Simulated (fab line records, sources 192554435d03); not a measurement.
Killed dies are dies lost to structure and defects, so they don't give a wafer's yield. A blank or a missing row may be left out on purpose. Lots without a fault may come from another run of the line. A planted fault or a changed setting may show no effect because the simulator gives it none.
A struck lot beside a sound one | flow n5_finfet | 18 steps out of a route of 1938
Sound: wafers L966.1, L966.2, L966.4. Struck: wafers L963.1, L963.3, L963.4. The cause comes at the end.
At each step with rows: each side's tool, then ch and its chambers, then its first start. Under that, the readings that differ: sound wafers | struck wafers | difference of the means | sigmas: that difference in standard deviations of wafers without a fault.
alike: readings whose means differ by less than 2 such deviations, and words and numbers that are the same on both sides. not compared: withheld readings, readings that some wafer has no value for, bounds like >300 that may hide the same value, and numbers for which the record gives no deviation and whose values overlap.
The two part at a step that has a row with sigmas, a row that says differs or no value, or rows on one side only. Numbers that don't overlap but have no deviation are shown without sigmas and don't part them. A reading that every wafer of one side lacks parts them only if that side has two wafers or more.

N5_BEOL_M9_ETCH_62: etches SOC in N2/H2, target depth 110 nm, overetch 22 nm, time 165 s.
  sound on rie_diel-04 ch 0,1, day 16 02:59; struck on rie_diel-03 ch 0,1,2, day 14 08:15
  alike: drypump_motor_current_A, oes_product_au, rf_vpp_V, showerhead_plenum_p_Torr, throttle_valve_pct
  not compared: rf_hours_counter_h
then, 1 step without rows for these wafers: N5_BEOL_M9_STRIP_68 (strips in N2/H2).
N5_BEOL_M9_STRIP_67: strips in CF4.
  sound on rie_diel-04 ch 0,1, day 16 03:07; struck on rie_diel-03 ch 0,1,2, day 14 08:24
  alike: cf4_flow_sccm, drypump_motor_current_A, oes_product_au, rf_vpp_V, showerhead_plenum_p_Torr, throttle_valve_pct
  not compared: rf_hours_counter_h
N5_BEOL_M9_HM_OPEN_17: chemistry Cl2/BCl3, target TiN, target depth 20 nm, overetch 6 nm.
  sound on rie_metal-02 ch 0,1, day 16 03:10; struck on rie_metal-01 ch 0, day 14 08:26
  alike: drypump_motor_current_A, he_backside_leak_sccm, oes_product_au, throttle_valve_pct
  not compared: rf_hours_counter_h
N5_BEOL_M9_STRIP_19: strips in O2.
  sound on rie_diel-05 ch 0,2,3, day 16 03:17; struck on rie_diel-03 ch 0,2,3, day 14 08:45
  alike: drypump_motor_current_A, oes_product_au, rf_vpp_V, showerhead_plenum_p_Torr, throttle_valve_pct
  not compared: rf_hours_counter_h
N5_BEOL_M9_CD_MEAS_18: pitch 140 nm, target cd 70 nm.
  sound on cd_sem-02, day 16 03:21; struck on cd_sem-03, day 14 08:49
  alike: cd_nm
then, 6 steps without rows for these wafers: N5_BEOL_M9_COAT_63 (time 60 s, resist thk 60 nm); N5_BEOL_M9_COAT_64 (time 60 s, resist thk 12 nm); N5_BEOL_M9_COAT_75 (time 60 s, resist thk 5 nm); N5_BEOL_M9_COAT_22 (resist thk 30 nm); N5_BEOL_M9_EBR_24; N5_BEOL_M9_SOFTBAKE_23 (time 60 s).
N5_BEOL_M9_EXPOSE_25: exposes mask V8.
  sound on euv_scanner-02 ch 0, day 16 04:12; struck on euv_scanner-01 ch 0, day 14 10:55
  reading              | sound             | struck            | difference | sigmas
  exposure_dose_mJ_cm2 | 37.16 37.18 37.19 | 39.58 39.59 39.57 | +2.40      | +44
  alike: mask
then, 2 steps without rows for these wafers: N5_BEOL_M9_PEB_26 (peb time 60 s); N5_BEOL_M9_DEVELOP_27 (develop time 30 s).
N5_BEOL_M9_CD_MEAS_28: target cd 70 nm.
  sound on cd_sem-03 ch 0, day 16 04:20; struck on cd_sem-02 ch 0, day 14 11:03
  reading    | sound             | struck            | difference | sigmas
  cd_nm (nm) | 69.75 69.53 70.15 | 71.53 71.92 71.40 | +1.81      | +7
N5_BEOL_M9_OVL_MEAS_29:
  sound on overlay-02 ch 0, day 16 04:22; struck on overlay-01 ch 0, day 14 11:05
  alike: V8_OVL
then, 1 step without rows for these wafers: N5_PASSIVATION_PROBE_49.

WHERE THEY PART
First at N5_BEOL_M9_EXPOSE_25; last, within this record, at N5_BEOL_M9_CD_MEAS_28. Later steps at which nothing parts them and some readings are alike: N5_BEOL_M9_OVL_MEAS_29.

WHY: what the simulator had put in
Process parameter drift: euv_scanner-01, from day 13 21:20 on, at N5_BEOL_M9_EXPOSE_25. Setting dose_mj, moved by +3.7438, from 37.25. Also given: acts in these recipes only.
